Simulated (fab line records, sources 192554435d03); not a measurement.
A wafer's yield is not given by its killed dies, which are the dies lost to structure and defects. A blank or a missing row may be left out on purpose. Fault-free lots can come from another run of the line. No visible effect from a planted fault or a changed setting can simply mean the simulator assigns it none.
fab line records	flow n5_finfet
record lots=6	wafers=18	last_day=17
route steps=1938 shown BEOL_M7@1282
lots untouched by any fault: they come from a run of this same line in which no faults occurred
start_h: start of the lot's first displayed wafer, in hours after the record's first day	wait_h: hours from the lot's prior step to this one	" identical to the entry in the row above	L1.1+2: one row covering several wafers at once	- no value, or no start was given	* or withheld: withheld	< > ~ a bound
route shown NAME@n: a module of which the file shows steps, and the number in the route of the first	usual: mean and standard deviation over wafers with no fault	same: alike in all rows	chamber/n: place in a boat	sites: per-site readings	_std_site: the standard deviation of these	_edge_site: mean of outer sites minus mean of inner sites	radius_mm: for every site, how far away it sits from the centre of the wafer	mask NAME#n: copy n	behind: the most recent tool/chamber to have shaped the wafer	hold: reason for holding the lot/hours on hold/outcome of the hold	device: the n, p or np transistor that did not switch	end of line: the tests these same wafers got at the end of their route	a step without rows: its recipe alone	killed: at the first sort, the dies lost to defects and structure; wafer yield is something else	map: per-die view of a wafer (x killed, . not killed, _ where there is no die)
set.NAME: setting as actually run; set.NAME@STEP: the setting as run at that earlier step	model.NAME: the simulator's own value behind a step, which no gauge read
lots at selected steps of the route; one table per step, one row per wafer
services: a tool's chamber out of use, with start hour (start_h, from the record's first day; less than 0 if before it), hours out, and reason
## steps
# step N5_BEOL_M7_STRIP_68
# recipe chemistry=N2/H2	temp_c=40	n2_flow_sccm=200	h2_flow_sccm=200	rf_frequency_hz=6e+07
# step N5_BEOL_M7_STRIP_67
# recipe chemistry=CF4	resist=SiARC	power_w=300	bias_power_w=75	pressure_mtorr=50	cf4_flow_sccm=150	rf_frequency_hz=6e+07
# usual drypump_motor_current_A=5.8/0.38	oes_product_au=0.76/0.081	rf_vpp_V=270.7/1.8	showerhead_plenum_p_Torr=1.78/0.068	throttle_valve_pct=13.69/0.26
lot.wafer	tool	chamber	start_h	wait_h	drypump_motor_current_A	oes_product_au	rf_hours_counter_h	rf_vpp_V	showerhead_plenum_p_Torr	throttle_valve_pct
L930.1	rie_diel-01	1	200.98	0.0	6.1	0.72	218	270.8	1.77	13.85
L930.2	"	2	"	"	5.2	0.90	19	269.9	1.74	13.27
L930.4	"	3	"	"	5.6	0.70	197	271.8	1.85	13.80
L927.4	rie_diel-06	3	201.65	0.0	6.2	0.74	-	272.4	1.79	13.97
L927.5	"	1	"	"	5.2	0.70	-	271.4	1.79	13.65
L927.6	"	0	"	"	5.7	0.75	-	270.8	1.79	13.73
L940.2	rie_diel-06	2	279.96	0.0	5.7	0.76	165	268.8	1.66	13.77
L940.4	"	3	"	"	6.2	0.72	192	270.8	1.78	14.02
L940.5	"	3	"	"	6.2	0.72	-	268.7	1.78	14.03
L941.3	rie_diel-05	2	286.46	0.0	6.2	0.94	4	274.4	1.91	13.03
L941.5	"	2	"	"	6.2	0.94	-	273.3	1.91	13.03
L941.6	"	1	"	"	6.0	0.71	-	270.9	1.78	13.57
L947.2	rie_diel-01	0	324.34	0.0	6.2	0.68	255	269.5	1.69	13.81
L947.4	"	2	"	"	5.3	0.84	-	269.7	1.74	13.34
L947.6	"	0	"	"	6.2	0.69	-	267.3	1.69	13.80
L949.1	rie_diel-06	1	331.14	0.0	5.2	0.89	16	270.3	1.78	13.17
L949.2	"	2	"	"	5.7	0.75	178	267.0	1.65	13.82
L949.4	"	0	"	"	5.7	0.71	205	271.1	1.77	13.80
# step N5_BEOL_M7_HM_OPEN_17
# recipe chemistry=Cl2/BCl3	target_depth_a=200	overetch_a=60	target=TiN	mask_material=SOC	ion_energy_ev=150	pressure_mtorr=10	icp_w=1000	bias_w=126	Cl2_flow_sccm=53.25	bcl3_flow_sccm=21.75	Ar_flow_sccm=25
# usual bcl3_flow_sccm=21.74/0.057	drypump_motor_current_A=5.9/0.4	mfc_cl2_sccm=53.22/0.18	oes_ar_750_au=0.75/0.065	oes_product_au=0.63/0.054	throttle_valve_pct=22.37/0.1
lot.wafer	tool	chamber	start_h	wait_h	bcl3_flow_sccm	drypump_motor_current_A	mfc_cl2_sccm	oes_ar_750_au	oes_product_au	rf_hours_counter_h	throttle_valve_pct
L930.1	rie_metal-03	0	201.02	0.0	21.78	6.4	53.61	0.68	0.56	99	22.35
L930.2	"	1	"	"	21.69	6.0	53.36	0.81	0.65	46	22.44
L930.4	"	1	"	"	21.67	6.0	53.41	0.80	0.65	-	22.45
L927.4	rie_metal-02	1	201.71	0.1	21.77	5.8	53.49	0.91	0.76	-	22.24
L927.5	"	1	"	"	21.77	5.8	53.19	0.91	0.76	-	22.22
L927.6	"	0	"	"	21.75	5.2	53.31	0.77	0.65	-	22.12
L940.2	rie_metal-03	1	280.00	0.0	21.67	6.1	52.99	0.78	0.63	53	22.45
L940.4	"	1	"	"	21.67	6.0	53.12	0.78	0.64	-	22.46
L940.5	"	1	"	"	21.73	6.0	53.17	0.78	0.64	-	22.43
L941.3	rie_metal-03	1	286.53	0.1	21.73	6.0	53.00	0.78	0.65	-	22.47
L941.5	"	0	"	"	21.70	6.4	52.99	0.66	0.55	-	22.36
L941.6	"	1	"	"	21.69	6.1	53.28	0.78	0.64	-	22.44
L947.2	rie_metal-03	0	324.38	0.0	21.83	6.4	52.89	0.65	0.55	112	22.36
L947.4	"	0	"	"	21.75	6.4	53.14	0.65	0.55	-	22.35
L947.6	"	1	"	"	21.73	6.0	53.27	0.77	0.63	-	22.46
L949.1	rie_metal-03	1	331.18	0.0	21.70	6.0	53.25	0.77	0.63	59	22.47
L949.2	"	1	"	"	21.63	5.9	53.26	0.77	0.63	-	22.46
L949.4	"	1	"	"	21.66	6.1	53.05	0.77	0.63	-	22.46
# step N5_BEOL_M7_STRIP_19
# recipe chemistry=O2	power_w=400	temp_c=40	pressure_mtorr=30	rf_frequency_hz=6e+07	bias_power_w=0	overash_fraction=0.2	o2_flow_sccm=225
# usual drypump_motor_current_A=5.9/0.39	oes_product_au=0.77/0.095	rf_vpp_V=3.6/0.59	showerhead_plenum_p_Torr=2.09/0.085	throttle_valve_pct=16.73/0.26
lot.wafer	tool	chamber	start_h	wait_h	drypump_motor_current_A	oes_product_au	rf_hours_counter_h	rf_vpp_V	showerhead_plenum_p_Torr	throttle_valve_pct
L930.1	rie_diel-06	0	201.13	0.1	5.7	0.74	163	4.1	2.07	16.71
L930.2	"	3	"	"	6.2	0.74	165	2.9	2.09	17.09
L930.4	"	3	"	"	6.2	0.74	-	3.3	2.09	17.08
L927.4	rie_diel-06	1	201.83	0.1	5.2	0.71	-	2.5	2.07	16.57
L927.5	"	3	"	"	6.2	0.75	-	4.5	2.09	17.08
L927.6	"	0	"	"	5.7	0.74	-	3.4	2.07	16.75
L940.2	rie_diel-06	1	280.14	0.1	5.2	0.98	1	4.2	2.06	16.13
L940.4	"	0	"	"	5.6	0.73	190	3.2	2.07	16.77
L940.5	"	0	"	"	5.7	0.73	-	3.2	2.07	16.78
L941.3	rie_diel-01	1	286.61	0.1	6.1	0.69	245	3.8	2.06	16.96
L941.5	"	1	"	"	6.1	0.70	-	4.6	2.06	16.95
L941.6	"	2	"	"	5.2	0.85	-	3.3	2.05	16.58
L947.2	rie_diel-05	3	324.50	0.1	6.1	1.02	1	4.1	2.16	16.55
L947.4	"	1	"	"	6.0	0.70	214	5.2	2.07	16.56
L947.6	"	1	"	"	6.0	0.70	-	3.8	2.07	16.58
L949.1	rie_diel-05	1	331.38	0.2	6.0	0.71	216	3.7	2.07	16.57
L949.2	"	3	"	"	6.1	1.00	2	3.0	2.16	16.56
L949.4	"	0	"	"	6.4	0.86	42	3.8	2.21	16.81
# step N5_BEOL_M7_CD_MEAS_18
# recipe pitch_nm=80	target_cd_nm=40
# usual cd_nm=40.4/0.59
lot.wafer	tool	chamber	start_h	wait_h	cd_nm
L930.1	cd_sem-03	-	201.20	0.0	39.7
L930.2	"	-	"	"	39.8
L930.4	"	-	"	"	39.5
L927.4	cd_sem-03	-	201.88	0.0	41.4
L927.5	"	-	"	"	40.3
L927.6	"	-	"	"	40.9
L940.2	cd_sem-02	-	280.22	0.1	39.9
L940.4	"	-	"	"	40.1
L940.5	"	-	"	"	40.2
L941.3	cd_sem-02	-	286.69	0.1	40.6
L941.5	"	-	"	"	40.4
L941.6	"	-	"	"	40.2
L947.2	cd_sem-01	-	324.57	0.1	39.6
L947.4	"	-	"	"	40.6
L947.6	"	-	"	"	40.0
L949.1	cd_sem-01	-	331.45	0.0	40.5
L949.2	"	-	"	"	40.8
L949.4	"	-	"	"	41.1
# step N5_BEOL_M7_COAT_63
# recipe resist=SOC	temp_c=250	time_s=60	spin_rpm=1500	resist_thk_nm=60
# step N5_BEOL_M7_COAT_64
# recipe resist=SiARC	temp_c=220	time_s=60	spin_rpm=1500	resist_thk_nm=12
# step N5_BEOL_M7_COAT_71
# recipe resist=underlayer	temp_c=205	time_s=60	spin_rpm=1500	resist_thk_nm=5
# step N5_BEOL_M7_COAT_22
# recipe resist=CAR-EUV	spin_rpm=1500	resist_thk_nm=30
# step N5_BEOL_M7_EBR_24
# recipe solvent=PGMEA	ebr_width_mm=1.5
# step N5_BEOL_M7_SOFTBAKE_23
# recipe temp_c=110	time_s=60	resist=CAR-EUV
# step N5_BEOL_M7_EXPOSE_25
# recipe mask_id=V6	na=0.33	source_shape=annular	sigma_inner=0.4	sigma_outer=0.8	polarization=unpolarized	target_cd_nm=40	dose_mj=42.5
# step N5_BEOL_M7_PEB_26
# recipe peb_temp_c=100	peb_time_s=60	resist=CAR-EUV
# usual chill_plate_temp_C=22.99/0.13	exhaust_pa=44.9/0.86
lot.wafer	tool	chamber	start_h	wait_h	chill_plate_temp_C	exhaust_pa
L930.1	litho_track-01	0	201.47	0.1	22.95	45.3
L930.2	"	0	"	"	23.02	45.0
L930.4	"	0	"	"	22.86	45.0
L927.4	litho_track-02	0	202.14	0.0	22.87	42.6
L927.5	"	0	"	"	22.96	44.5
L927.6	"	0	"	"	22.74	44.4
L940.2	litho_track-04	-	280.58	0.1	-	-
L940.4	"	-	"	"	-	-
L940.5	"	-	"	"	-	-
L941.3	litho_track-01	-	290.34	0.0	-	-
L941.5	"	-	"	"	-	-
L941.6	"	-	"	"	-	-
L947.2	litho_track-02	0	324.81	0.1	23.02	46.0
L947.4	"	0	"	"	23.02	45.3
L947.6	"	0	"	"	22.99	44.5
L949.1	litho_track-02	0	332.98	0.1	22.96	46.3
L949.2	"	0	"	"	23.06	45.4
L949.4	"	0	"	"	22.94	46.3
# step N5_BEOL_M7_DEVELOP_27
# recipe develop_time_s=30	developer=TMAH	resist=CAR-EUV	rinse_liquid=surfactant_rinse	dry=air_spin	dev_temp_c=23
## services
tool	chamber	start_h	hours	kind
rie_diel-06	0	190.33	6.5	repair
rie_diel-05	0	192.88	-	clean
rie_diel-05	0	192.88	-	consumable_replace:focus_ring
rie_diel-05	0	192.88	-	consumable_replace:showerhead
rie_diel-05	0	192.88	15.2	scheduled_down
rie_diel-05	0	192.88	15.2	vent_cycle
rie_diel-06	2	195.78	28.7	repair
rie_metal-03	-	196.00	0.4	repair
rie_diel-05	1	197.55	24.1	repair
rie_metal-02	-	203.10	2.8	pm
litho_track-02	-	222.52	-	consumable_replace:filter
rie_metal-03	1	230.89	8.2	repair
rie_diel-05	1	244.64	5.5	repair
rie_diel-01	0	249.43	3.8	repair
rie_diel-05	2	250.16	-	clean
rie_metal-03	-	256.46	0.2	repair
rie_diel-06	1	259.30	-	clean
rie_diel-06	1	259.30	-	consumable_replace:focus_ring
rie_diel-06	1	259.30	16.3	scheduled_down
rie_diel-06	1	259.30	16.3	vent_cycle
rie_diel-01	2	265.90	16.8	repair
rie_metal-03	0	328.34	-	clean
rie_metal-03	0	328.34	15.6	scheduled_down
rie_metal-03	0	328.34	15.6	vent_cycle
## key
first_sign step=N5_BEOL_M7_PEB_26	reading=tool_record	direction=missing
effect none on later readings
met_at N5_BEOL_M7_PEB_26
struck_wafers L940.2,L940.4,L940.5,L941.3,L941.5,L941.6
later_rows_left_out L940.2,L940.4,L940.5,L941.3,L941.5,L941.6
sort_left_out L940.2,L940.4,L940.5,L941.3,L941.5,L941.6
onset_between 201.47 280.58
fault kind=skipped_step_whole	tool=litho_track-01,litho_track-04	chamber=-	onset_h=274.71	steps=N5_BEOL_M7_PEB_26	scope=struck_lots_only
# sort_left_out: the simulated sort isn't trusted on such a fault, so these wafers' sort isn't shown, and their yield isn't known
# later_rows_left_out: the simulator's readings of these wafers behind a module that went badly wrong aren't trusted and aren't shown, but for the sort
